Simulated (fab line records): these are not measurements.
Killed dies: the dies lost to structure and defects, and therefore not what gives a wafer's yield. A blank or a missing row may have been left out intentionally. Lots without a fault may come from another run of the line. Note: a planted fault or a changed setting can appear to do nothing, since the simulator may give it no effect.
fab line records	flow nand_harc
record lots=7	wafers=21	last_day=34
route steps=1302 shown THIN_TSV@1250 END@1302
lots untouched by any fault: they come from a run of this same line in which no faults occurred
start_h: start of the lot's first displayed wafer, in hours after the record's first day	wait_h: hours from the lot's prior step to this one	" the same as in the row above	L1.1+2: a single row standing in for several wafers	- no value present, or no start provided	* or withheld: withheld	< > ~ a bound
route shown NAME@n: a module of which the file shows steps, and the number in the route of the first	usual: mean and standard deviation over wafers with no fault	same: alike in all rows	chamber/n: place in a boat	sites: each site's reading	_std_site: how widely they spread, as a standard deviation	_edge_site: the outer-site mean with the inner-site mean subtracted	radius_mm: for every site, how far away it sits from the centre of the wafer	mask NAME#n: copy n	behind: tool/chamber where the wafer was last shaped	hold: the reason the lot was held/the length of the hold in hours/how it ended	device: which transistor (n, p or np) failed to switch	end of line: tests run on the same wafers once the route is complete	for a step that has no rows: nothing shown but its recipe	killed: not the wafer's yield, but the dies lost to structure and defects at the first sort	map: dies across one wafer; x = killed, . = not, _ = none there
set.NAME: the setting that was run; set.NAME@STEP: the one run at that earlier step	model.NAME: the simulator's own value behind a step, which no gauge read
lots at selected steps of the route; one table per step, one row per wafer
services: the hour from which a tool's chamber was out of use, counted from the record's first day as start_h (under 0 if before that day), plus the number of hours and why
## steps
# step NHARC_THIN_TSV_DEP_43
# recipe target_thk_a=13285	temp_c=withheld	pressure_torr=6.5	rf_w=900	teos_flow_sccm=161.4	flow_sccm=2650	target_thk_nm=1328.5	gas=O2	material=SiO2
# usual throttle_valve_pct=16.0/0.42
lot.wafer	tool	chamber	start_h	wait_h	throttle_valve_pct
L959.1	pecvd-04	0	569.34	-	15.7
L959.4	"	1	"	"	16.4
L959.6	"	0	"	"	15.6
L961.3	pecvd-01	0	588.41	-	15.3
L961.1	"	2	"	"	15.9
L961.4	"	1	"	"	16.5
L972.2	pecvd-04	2	715.07	-	15.2
L972.3	"	0	"	"	16.0
L972.6	"	2	"	"	14.9
L975.1	pecvd-03	0	724.03	-	16.4
L975.4	"	2	"	"	16.1
L975.5	"	1	"	"	16.4
L973.2	pecvd-03	1	725.23	-	16.3
L973.3	"	2	"	"	16.2
L973.6	"	2	"	"	16.1
L979.2	pecvd-03	2	779.03	-	16.1
L979.1	"	0	"	"	16.3
L979.5	"	1	"	"	16.3
L978.1	pecvd-04	2	797.70	-	15.5
L978.2	"	0	"	"	16.5
L978.6	"	0	"	"	16.5
# step NHARC_THIN_TSV_DEHYDRATE_04
# recipe temp_c=150	time_s=120
# step NHARC_THIN_TSV_HMDS_05
# recipe time_s=30
# step NHARC_THIN_TSV_COAT_06
# recipe spin_rpm=*
# step NHARC_THIN_TSV_SOFTBAKE_07
# recipe temp_c=122	time_s=95
# step NHARC_THIN_TSV_EBR_08
# step NHARC_THIN_TSV_EXPOSE_09
# recipe na=0.55	dose_mj=30.7	mask_id=TSV
# step NHARC_THIN_TSV_PEB_10
# recipe peb_temp_c=118	peb_time_s=85
# step NHARC_THIN_TSV_DEVELOP_11
# recipe time_s=70
# step NHARC_THIN_TSV_CD_MEAS_12
# recipe target_cd_nm=1000	landing_energy_ev=500
# usual cd_nm=999.3/2
lot.wafer	tool	chamber	start_h	wait_h	cd_nm
L959.1	cd_sem-01	0	570.08	-	1000.1
L959.4	"	0	"	"	997.5
L959.6	"	0	"	"	997.9
L961.1	cd_sem-01	0	589.25	-	996.5
L961.3	"	0	"	"	999.2
L961.4	"	0	"	"	994.5
L972.2	cd_sem-03	0	715.73	-	999.3
L972.3	"	0	"	"	999.4
L972.6	"	0	"	"	997.1
L975.1	cd_sem-02	0	724.81	-	996.9
L975.4	"	0	"	"	996.2
L975.5	"	0	"	"	998.9
L973.2	cd_sem-02	0	726.01	-	999.0
L973.3	"	0	"	"	1003.3
L973.6	"	0	"	"	1000.2
L979.1	cd_sem-01	0	779.81	-	1000.5
L979.2	"	0	"	"	998.4
L979.5	"	0	"	"	998.2
L978.1	cd_sem-01	0	798.66	-	996.7
L978.2	"	0	"	"	998.4
L978.6	"	0	"	"	999.2
# step NHARC_THIN_TSV_HARDBAKE_13
# recipe temp_c=125	time_s=80
# step NHARC_THIN_TSV_DESCUM_14
# recipe time_s=3	o2_flow_sccm=200	ar_flow_sccm=0	bias_power_w=0	chemistry=O2
# usual drypump_motor_current_A=5.8/0.51	oes_product_au=1.001/0.012	rf_vpp_V=57.8/0.87	showerhead_plenum_p_Torr=1.91/0.083	throttle_valve_pct=11.311/0.0093
lot.wafer	tool	chamber	start_h	wait_h	drypump_motor_current_A	oes_product_au	rf_hours_counter_h	rf_vpp_V	showerhead_plenum_p_Torr	throttle_valve_pct
L959.1	rie_diel-07	0	570.24	-	5.6	1.002	4.1	56.9	2.04	11.302
L959.4	"	1	"	"	6.2	1.008	5.3	57.6	1.82	11.315
L959.6	"	0	"	"	5.6	0.994	-	58.7	2.04	11.319
L961.1	rie_diel-07	2	589.41	-	6.5	0.995	6.4	56.9	1.89	11.320
L961.3	"	3	"	"	5.5	0.991	6.4	58.6	1.79	11.323
L961.4	"	1	"	"	6.2	1.010	7.0	57.6	1.82	11.324
L972.3	rie_diel-08	1	715.89	-	5.9	0.996	5.6	58.5	1.88	11.312
L972.2	"	3	"	"	5.0	0.992	7.7	57.9	1.94	11.318
L972.6	"	1	"	"	5.9	0.992	-	57.5	1.88	11.301
L975.4	rie_diel-07	2	724.97	-	6.5	0.973	3.3	58.3	1.89	11.286
L975.1	"	1	"	"	6.2	1.012	3.7	57.9	1.82	11.308
L975.5	"	3	"	"	5.5	1.009	-	56.9	1.79	11.299
L973.3	rie_diel-07	3	726.19	-	5.6	1.018	3.8	57.6	1.79	11.317
L973.2	"	0	"	"	5.6	1.014	4.0	57.5	2.03	11.306
L973.6	"	1	"	"	6.2	1.019	-	57.5	1.82	11.304
L979.2	rie_diel-08	0	779.97	-	5.1	0.994	2.3	58.1	1.85	11.323
L979.1	"	1	"	"	5.9	0.980	2.1	57.2	1.88	11.316
L979.5	"	1	"	"	5.9	0.980	-	57.5	1.88	11.322
L978.1	rie_diel-08	0	798.82	-	5.1	0.989	3.2	58.3	1.85	11.311
L978.2	"	3	"	"	5.0	1.006	2.9	58.5	1.94	11.303
L978.6	"	1	"	"	5.9	0.989	-	57.5	1.88	11.307
# step NHARC_THIN_TSV_ETCH_44
# recipe target_depth_a=15942	time_s=797.1	cf4_flow_sccm=150	o2_flow_sccm=10	ar_flow_sccm=0	rf_w=300	bias_w=800	chemistry=CF4/O2
# usual bias_w=799.7/2.4	cf4_flow_sccm=150.0/0.44	drypump_motor_current_A=5.8/0.5	oes_product_au=1.004/0.011	rf_vpp_V=794/4.8	showerhead_plenum_p_Torr=1.83/0.076	throttle_valve_pct=16.914/0.0086
lot.wafer	tool	chamber	start_h	wait_h	bias_w	cf4_flow_sccm	drypump_motor_current_A	oes_product_au	rf_hours_counter_h	rf_vpp_V	showerhead_plenum_p_Torr	throttle_valve_pct
L959.1	rie_diel-07	2	570.43	0.2	796.0	150.0	6.5	0.996	5.2	792	1.81	16.926
L959.4	"	3	"	"	803.8	149.6	5.6	0.990	5.1	787	1.73	16.915
L959.6	"	0	"	"	797.4	149.8	5.6	1.006	-	802	1.94	16.933
L961.3	rie_diel-07	1	589.49	0.1	804.1	149.7	6.2	1.005	7.1	790	1.75	16.908
L961.1	"	2	"	"	799.7	149.7	6.5	0.994	6.5	791	1.81	16.903
L961.4	"	0	"	"	798.4	150.1	5.6	1.016	6.1	802	1.94	16.907
L972.3	rie_diel-08	2	716.03	0.1	-	-	-	-	-	-	-	-
L972.2	"	0	"	"	-	-	-	-	-	-	-	-
L972.6	"	2	"	"	-	-	-	-	-	-	-	-
L975.4	rie_diel-07	0	725.11	0.1	-	-	-	-	-	-	-	-
L975.1	"	1	"	"	-	-	-	-	-	-	-	-
L975.5	"	3	"	"	-	-	-	-	-	-	-	-
L973.3	rie_diel-07	3	726.26	0.1	-	-	-	-	-	-	-	-
L973.2	"	2	"	"	-	-	-	-	-	-	-	-
L973.6	"	3	"	"	-	-	-	-	-	-	-	-
L979.1	rie_diel-08	0	780.06	0.1	801.1	150.0	5.1	0.976	2.4	791	1.77	16.904
L979.2	"	3	"	"	797.4	150.3	5.0	1.002	2.3	797	1.85	16.898
L979.5	"	0	"	"	796.8	149.8	5.1	0.979	-	791	1.77	16.929
L978.1	rie_diel-08	2	798.91	0.1	797.6	149.1	6.4	1.001	2.8	800	1.91	16.923
L978.2	"	1	"	"	797.0	150.3	5.9	0.998	3.2	794	1.80	16.919
L978.6	"	3	"	"	800.7	150.1	5.0	1.018	-	796	1.85	16.900
# step NHARC_THIN_TSV_ETCH_15
# recipe target_depth_a=30000	bosch_target_overetch_cycles=2	bosch_etch_step_s=2.8	bosch_dep_step_s=1.2	bosch_cycles=14
# usual drypump_motor_current_A=5.9/0.36
# same bosch_cycles=14	bosch_dep_step_s=1.2
lot.wafer	tool	chamber	start_h	wait_h	drypump_motor_current_A	rf_hours_counter_h
L959.1	rie_si-06	2	570.88	-	6.0	0.9
L959.4	"	2	"	"	6.0	-
L959.6	"	3	"	"	5.9	-
L961.3	rie_si-06	1	590.06	-	6.6	1.0
L961.4	"	2	"	"	6.0	1.0
L961.1	"	0	"	"	6.1	1.1
L972.2	rie_si-06	0	716.55	0.4	6.1	0.6
L972.3	"	2	"	"	6.0	0.5
L972.6	"	1	"	"	6.6	-
L975.4	rie_si-06	1	725.64	0.5	6.5	0.6
L975.1	"	3	"	"	5.9	0.6
L975.5	"	1	"	"	6.6	-
L973.3	rie_si-05	2	726.82	0.5	5.6	0.4
L973.2	"	1	"	"	5.3	0.4
L973.6	"	2	"	"	5.6	-
L979.1	rie_si-03	3	780.66	-	5.9	0.1
L979.2	"	0	"	"	6.1	0.1
L979.5	"	1	"	"	5.3	-
L978.2	rie_si-03	3	799.51	-	5.9	0.1
L978.1	"	0	"	"	6.1	0.2
L978.6	"	2	"	"	5.6	-
# step NHARC_END_SORT_01
# recipe temp_c=25
# usual defect_limited_yield=91.8/2.8	killed_at_array=51/18	killed_at_other=1.0/1.2	killed_at_periphery=3.7/2.9	killed_dies=55/19	killed_open=3.5/1.9	killed_short=2.6/1.6	sort_bin_2_pct=2.9/1.3	sort_bin_3_pct=0.6/0.38	sort_bin_4_pct=4.6/1.5	sort_n_pass=622/19	sort_rim_yield_pct=94/3.2	sort_yield_pct=91.8/2.8
# same gross_dies=677	sort_bin_5_pct[%]=0	sort_bin_6_pct[%]=0	sort_bin_7_pct[%]=0	sort_bin_8_pct[%]=0	sort_rim_n_gross=106.00
lot.wafer	tool	chamber	start_h	wait_h	hold	defect_limited_yield[%]	killed_at_array	killed_at_other	killed_at_periphery	killed_dies	killed_open	killed_short	sort_bin_2_pct[%]	sort_bin_3_pct[%]	sort_bin_4_pct[%]	sort_n_pass	sort_rim_yield_pct[%]	sort_yield_pct[%]
L959.1	prober-02	0	585.42	2.5	-	89.7	66	0	4	70	6	2	4.0	0.6	5.8	607	100	89.7
L959.4	prober-02	0	587.82	3.4	-	91.7	53	0	3	56	2	3	3.1	0.4	4.7	621	92	91.7
L959.6	prober-02	0	589.42	4.0	-	90.5	63	0	1	64	1	4	4.0	0.4	5.0	613	99	90.5
L961.1	prober-02	0	605.32	2.5	-	87.1	85	0	2	87	3	6	4.4	1.2	7.2	590	96	87.1
L961.3	prober-02	0	606.94	3.1	-	90.5	62	0	2	64	2	5	3.4	0.7	5.3	613	93	90.5
L961.4	prober-02	0	607.75	3.4	-	88.9	74	0	1	75	5	3	4.4	0.6	6.1	602	94	88.9
L972.2	prober-01	0	731.41	2.8	await_dispo/4.3h/scrap	0	65	607	5	677	4	2	93.2	0.6	6.2	0	0	0
L972.3	prober-01	0	732.21	3.1	await_dispo/4.3h/scrap	0	40	629	8	677	5	1	95.1	0.3	4.6	0	0	0
L972.6	prober-01	0	734.60	4.0	await_dispo/4.3h/scrap	0	49	621	7	677	5	3	94.5	1.0	4.4	0	0	0
L975.1	prober-02	0	739.90	2.5	await_dispo/1.7h/scrap	0	43	634	0	677	4	5	94.7	0.3	5.0	0	0	0
L975.4	prober-02	0	742.31	3.4	await_dispo/1.7h/scrap	0	31	641	5	677	4	2	96.5	0.7	2.8	0	0	0
L975.5	prober-02	0	743.11	3.7	await_dispo/1.7h/scrap	0	61	613	3	677	5	4	92.6	0.7	6.6	0	0	0
L973.2	prober-01	0	740.63	2.8	await_dispo/4.6h/scrap	0	40	633	4	677	4	2	96.3	0.4	3.2	0	0	0
L973.3	prober-01	0	741.41	3.1	await_dispo/4.6h/scrap	0	47	630	0	677	1	1	95.9	1.2	3.0	0	0	0
L973.6	prober-01	0	743.78	3.9	await_dispo/4.6h/scrap	0	35	639	3	677	3	0	96.5	0.1	3.4	0	0	0
L979.1	prober-02	0	795.03	2.5	-	94.8	33	1	1	35	5	2	1.6	0.3	3.2	642	89	94.8
L979.2	prober-02	0	795.84	2.8	-	90.7	63	0	0	63	4	3	4.1	0.4	4.7	614	94	90.7
L979.5	prober-02	0	798.26	3.7	-	91.4	54	1	3	58	7	1	3.0	1.0	4.6	619	92	91.4
L978.1	prober-01	0	813.46	2.5	-	96.6	20	1	2	23	5	0	0.7	0.1	2.5	654	97	96.6
L978.2	prober-01	0	814.26	2.8	-	96.3	20	3	2	25	5	1	0.3	0.1	3.2	652	99	96.3
L978.6	prober-01	0	817.46	4.0	-	95.6	26	2	2	30	4	2	1.3	0	3.1	647	99	95.6
# killed by level:class
L959.1 A_CHANNEL_HOLE_D1:chamber_film_flake=26 A_SLIT:chamber_film_flake=21 A_CONTACT:chamber_film_flake=8 A_CHANNEL_HOLE_D2:chamber_film_flake=6 P_M0:geometric_particle:open=1 P_M0:geometric_particle:short=1 P_M2:geometric_particle:open=1 A_CHANNEL_FILL_D1:geometric_particle:open=1
L959.4 A_CHANNEL_HOLE_D1:chamber_film_flake=33 A_SLIT:chamber_film_flake=11 A_M0:geometric_particle:short=2 A_CHANNEL_FILL_D2:chamber_film_flake=2 A_STAIRCASE:chamber_film_flake=2 P_GATE:geometric_particle:open=1 P_CONTACT:geometric_particle:open=1 A_ONON_D2:geometric_particle:short=1
L959.6 A_CHANNEL_HOLE_D1:chamber_film_flake=29 A_SLIT:chamber_film_flake=20 A_CONTACT:chamber_film_flake=5 A_DECK1_JOINT:chamber_film_flake=3 A_CHANNEL_HOLE_D2:chamber_film_flake=2 P_GATE:geometric_particle:short=1 A_CHANNEL_FILL_D2:geometric_particle:short=1 A_STAIRCASE:geometric_particle:short=1
L961.1 A_CHANNEL_HOLE_D2:chamber_film_flake=37 A_SLIT:chamber_film_flake=30 A_CONTACT:chamber_film_flake=5 A_DECK1_JOINT:geometric_particle:short=2 A_ONON_D2:geometric_particle:short=2 A_ZERO_WELL:chamber_film_flake=2 P_CONTACT:geometric_particle:open=1 A_ONON_D1:geometric_particle:open=1
L961.3 A_CHANNEL_HOLE_D2:chamber_film_flake=34 A_SLIT:chamber_film_flake=12 A_CONTACT:chamber_film_flake=6 A_ONON_D2:geometric_particle:short=2 A_CHANNEL_HOLE_D1:chamber_film_flake=2 P_CONTACT:geometric_particle:short=1 A_CHANNEL_HOLE_D1:geometric_particle:open=1 A_SGD_CUT:geometric_particle:short=1
L961.4 A_CHANNEL_HOLE_D2:chamber_film_flake=30 A_SLIT:chamber_film_flake=25 A_CONTACT:chamber_film_flake=7 A_CHANNEL_HOLE_D1:chamber_film_flake=3 P_M0:geometric_particle:short=1 A_CHANNEL_FILL_D1:geometric_particle:short=1 A_CHANNEL_FILL_D1:geometric_particle:open=1 A_ONON_D2:geometric_particle:open=1
L972.2 THIN_TSV:area_etch=607 A_SLIT:chamber_film_flake=34 A_CHANNEL_HOLE_D2:chamber_film_flake=17 A_CHANNEL_HOLE_D1:chamber_film_flake=4 A_WL_FILL:chamber_film_flake=3 P_M0:geometric_particle:open=2 P_STI:chamber_film_flake=2 A_WL_FILL:geometric_particle:short=2
L972.3 THIN_TSV:area_etch=629 A_CHANNEL_HOLE_D2:chamber_film_flake=13 A_CHANNEL_HOLE_D1:chamber_film_flake=10 A_SLIT:chamber_film_flake=6 P_GATE:chamber_film_flake=4 P_STI:chamber_film_flake=2 A_DECK1_JOINT:chamber_film_flake=2 A_WL_FILL:chamber_film_flake=2
L972.6 THIN_TSV:area_etch=619 A_CHANNEL_HOLE_D2:chamber_film_flake=21 A_SLIT:chamber_film_flake=10 A_CHANNEL_HOLE_D1:chamber_film_flake=8 A_ONON_D2:geometric_particle:open=2 P_STI:chamber_film_flake=2 P_GATE:chamber_film_flake=2 A_DECK1_JOINT:chamber_film_flake=2
L975.1 THIN_TSV:area_etch=632 A_CHANNEL_HOLE_D1:chamber_film_flake=13 A_CONTACT:chamber_film_flake=8 A_CHANNEL_HOLE_D2:chamber_film_flake=7 A_SLIT:chamber_film_flake=4 A_ONON_D2:geometric_particle:short=2 A_CHANNEL_FILL_D2:geometric_particle:open=2 A_CHANNEL_FILL_D1:geometric_particle:open=1
L973.2 THIN_TSV:area_etch=631 A_SLIT:chamber_film_flake=12 A_CHANNEL_HOLE_D1:chamber_film_flake=10 A_CONTACT:chamber_film_flake=9 A_CHANNEL_HOLE_D2:chamber_film_flake=4 P_CONTACT:geometric_particle:short=1 A_CHANNEL_FILL_D1:geometric_particle:open=1 A_DECK1_JOINT:geometric_particle:short=1
L973.3 THIN_TSV:area_etch=629 A_CHANNEL_HOLE_D2:chamber_film_flake=17 A_SLIT:chamber_film_flake=11 A_CHANNEL_HOLE_D1:chamber_film_flake=9 A_CONTACT:chamber_film_flake=5 A_STAIRCASE:chamber_film_flake=2 A_DECK1_JOINT:geometric_particle:short=1 A_M0:geometric_particle:open=1
L975.4 THIN_TSV:area_etch=641 A_CHANNEL_HOLE_D1:chamber_film_flake=7 A_CONTACT:chamber_film_flake=7 A_CHANNEL_HOLE_D2:chamber_film_flake=6 A_SLIT:chamber_film_flake=6 A_M0:geometric_particle:open=2 P_M1:chamber_film_flake=2 P_GATE:geometric_particle:short=1
L975.5 THIN_TSV:area_etch=612 A_CHANNEL_HOLE_D2:chamber_film_flake=26 A_CHANNEL_HOLE_D1:chamber_film_flake=12 A_CONTACT:chamber_film_flake=8 A_SLIT:chamber_film_flake=6 A_CHANNEL_FILL_D1:chamber_film_flake=3 P_CONTACT:geometric_particle:open=1 P_M0:geometric_particle:open=1
L973.6 THIN_TSV:area_etch=639 A_CHANNEL_HOLE_D1:chamber_film_flake=14 A_SLIT:chamber_film_flake=8 A_CHANNEL_HOLE_D2:chamber_film_flake=6 A_CONTACT:chamber_film_flake=3 A_WL_FILL:geometric_particle:open=2 P_GATE:chamber_film_flake=2 A_M0:geometric_particle:open=1
L979.1 A_SLIT:chamber_film_flake=12 A_CHANNEL_HOLE_D2:chamber_film_flake=6 A_CONTACT:chamber_film_flake=5 A_CONTACT:geometric_particle:open=2 A_STAIRCASE:chamber_film_flake=2 P_CONTACT:geometric_particle:short=1 A_ONON_D1:geometric_particle:short=1 A_CHANNEL_FILL_D1:geometric_particle:open=1
L979.2 A_CHANNEL_HOLE_D2:chamber_film_flake=24 A_SLIT:chamber_film_flake=22 A_CONTACT:chamber_film_flake=4 A_DECK1_JOINT:geometric_particle:short=2 A_STAIRCASE:chamber_film_flake=2 A_WL_FILL:chamber_film_flake=2 A_ONON_D1:geometric_particle:open=1 A_DECK1_JOINT:geometric_particle:open=1
L979.5 A_SLIT:chamber_film_flake=31 A_CHANNEL_HOLE_D2:chamber_film_flake=11 A_CONTACT:chamber_film_flake=5 P_GATE:geometric_particle:open=1 P_CONTACT:geometric_particle:short=1 P_M1:geometric_particle:open=1 A_CHANNEL_FILL_D1:geometric_particle:open=1 A_DECK1_JOINT:geometric_particle:open=1
L978.1 A_CONTACT:chamber_film_flake=5 A_SLIT:chamber_film_flake=3 A_WL_FILL:chamber_film_flake=3 A_M0:chamber_film_flake=2 P_CONTACT:geometric_particle:open=1 P_M0:geometric_particle:open=1 A_CHANNEL_FILL_D2:geometric_particle:open=1 A_BLC:geometric_particle:open=1
L978.2 A_SLIT:chamber_film_flake=6 A_CONTACT:chamber_film_flake=5 A_M0:chamber_film_flake=5 P_M0:geometric_particle:open=2 A_CONTACT:geometric_particle:open=1 A_BLC:geometric_particle:open=1 STARTING-WAFER:geometric_particle:short=1 STARTING-WAFER:geometric_particle:open=1
L978.6 A_SLIT:chamber_film_flake=9 A_CHANNEL_HOLE_D2:chamber_film_flake=3 A_M0:chamber_film_flake=3 A_CHANNEL_HOLE_D1:chamber_film_flake=2 A_CONTACT:chamber_film_flake=2 THIN_TSV:chamber_film_flake=2 P_M2:geometric_particle:open=1 A_ONON_D1:geometric_particle:short=1
# map L972.2 (x killed, . not)
____________x____________
_________xxxxxxx_________
_______xxxxxxxxxxx_______
______xxxxxxxxxxxxx______
_____xxxxxxxxxxxxxxx_____
____xxxxxxxxxxxxxxxxx____
____xxxxxxxxxxxxxxxxx____
___xxxxxxxxxxxxxxxxxxx___
___xxxxxxxxxxxxxxxxxxx___
__xxxxxxxxxxxxxxxxxxxxx__
__xxxxxxxxxxxxxxxxxxxxx__
_xxxxxxxxxxxxxxxxxxxxxxx_
_xxxxxxxxxxxxxxxxxxxxxxx_
_xxxxxxxxxxxxxxxxxxxxxxx_
_xxxxxxxxxxxxxxxxxxxxxxx_
_xxxxxxxxxxxxxxxxxxxxxxx_
xxxxxxxxxxxxxxxxxxxxxxxxx
xxxxxxxxxxxxxxxxxxxxxxxxx
xxxxxxxxxxxxxxxxxxxxxxxxx
xxxxxxxxxxxxxxxxxxxxxxxxx
xxxxxxxxxxxxxxxxxxxxxxxxx
_xxxxxxxxxxxxxxxxxxxxxxx_
_xxxxxxxxxxxxxxxxxxxxxxx_
_xxxxxxxxxxxxxxxxxxxxxxx_
_xxxxxxxxxxxxxxxxxxxxxxx_
_xxxxxxxxxxxxxxxxxxxxxxx_
__xxxxxxxxxxxxxxxxxxxxx__
__xxxxxxxxxxxxxxxxxxxxx__
___xxxxxxxxxxxxxxxxxxx___
___xxxxxxxxxxxxxxxxxxx___
____xxxxxxxxxxxxxxxxx____
____xxxxxxxxxxxxxxxxx____
_____xxxxxxxxxxxxxxx_____
______xxxxxxxxxxxxx______
_______xxxxxxxxxxx_______
_________xxxxxxx_________
____________x____________
# map L973.2 (x killed, . not)
____________x____________
_________xxxxxxx_________
_______xxxxxxxxxxx_______
______xxxxxxxxxxxxx______
_____xxxxxxxxxxxxxxx_____
____xxxxxxxxxxxxxxxxx____
____xxxxxxxxxxxxxxxxx____
___xxxxxxxxxxxxxxxxxxx___
___xxxxxxxxxxxxxxxxxxx___
__xxxxxxxxxxxxxxxxxxxxx__
__xxxxxxxxxxxxxxxxxxxxx__
_xxxxxxxxxxxxxxxxxxxxxxx_
_xxxxxxxxxxxxxxxxxxxxxxx_
_xxxxxxxxxxxxxxxxxxxxxxx_
_xxxxxxxxxxxxxxxxxxxxxxx_
_xxxxxxxxxxxxxxxxxxxxxxx_
xxxxxxxxxxxxxxxxxxxxxxxxx
xxxxxxxxxxxxxxxxxxxxxxxxx
xxxxxxxxxxxxxxxxxxxxxxxxx
xxxxxxxxxxxxxxxxxxxxxxxxx
xxxxxxxxxxxxxxxxxxxxxxxxx
_xxxxxxxxxxxxxxxxxxxxxxx_
_xxxxxxxxxxxxxxxxxxxxxxx_
_xxxxxxxxxxxxxxxxxxxxxxx_
_xxxxxxxxxxxxxxxxxxxxxxx_
_xxxxxxxxxxxxxxxxxxxxxxx_
__xxxxxxxxxxxxxxxxxxxxx__
__xxxxxxxxxxxxxxxxxxxxx__
___xxxxxxxxxxxxxxxxxxx___
___xxxxxxxxxxxxxxxxxxx___
____xxxxxxxxxxxxxxxxx____
____xxxxxxxxxxxxxxxxx____
_____xxxxxxxxxxxxxxx_____
______xxxxxxxxxxxxx______
_______xxxxxxxxxxx_______
_________xxxxxxx_________
____________x____________
## services
tool	chamber	start_h	hours	kind
pecvd-03	-	545.44	0.9	repair
pecvd-03	-	547.00	13.0	pm
rie_diel-08	3	556.81	2.5	repair
rie_diel-08	-	567.90	0.4	repair
rie_si-06	1	570.32	12.9	repair
pecvd-04	2	573.66	14.5	repair
rie_si-03	-	575.00	9.0	pm
rie_si-06	-	603.00	9.0	pm
rie_diel-08	1	613.84	12.6	repair
rie_diel-07	2	613.91	6.3	repair
pecvd-04	-	631.65	13.0	pm
rie_diel-07	-	648.64	9.0	pm
rie_si-06	0	676.71	2.9	repair
rie_si-06	2	697.81	13.2	repair
pecvd-03	1	704.68	8.5	repair
pecvd-03	0	707.12	6.4	repair
rie_diel-07	0	712.33	10.1	repair
pecvd-03	-	728.11	13.0	pm
pecvd-03	1	748.75	4.8	repair
rie_si-03	-	752.00	9.0	pm
rie_si-03	3	768.60	10.4	repair
rie_si-06	-	780.00	9.0	pm
pecvd-03	2	785.08	12.7	repair
pecvd-04	1	792.64	11.3	repair
## key
first_sign step=NHARC_THIN_TSV_ETCH_44	reading=tool_record	direction=missing
effect step=NHARC_END_SORT_01	reading=killed_at_other	direction=up	sigmas=99+	usual=1.0	struck=627.4
more_kills_born_at NHARC_THIN_TSV_ETCH_44@rie_diel-07=3784	NHARC_THIN_TSV_ETCH_44@rie_diel-08=1855
met_at NHARC_THIN_TSV_ETCH_44
struck_wafers L972.2,L972.3,L972.6,L973.2,L973.3,L973.6,L975.1,L975.4,L975.5
later_rows_left_out L972.2,L972.3,L972.6,L973.2,L973.3,L973.6,L975.1,L975.4,L975.5
onset_between 589.49 716.03
fault kind=skipped_step_whole	tool=rie_diel-07,rie_diel-08	chamber=-	onset_h=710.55	steps=NHARC_THIN_TSV_ETCH_44	scope=struck_lots_only
# later_rows_left_out: the simulator's readings of these wafers behind a module that went badly wrong aren't trusted and aren't shown, but for the sort
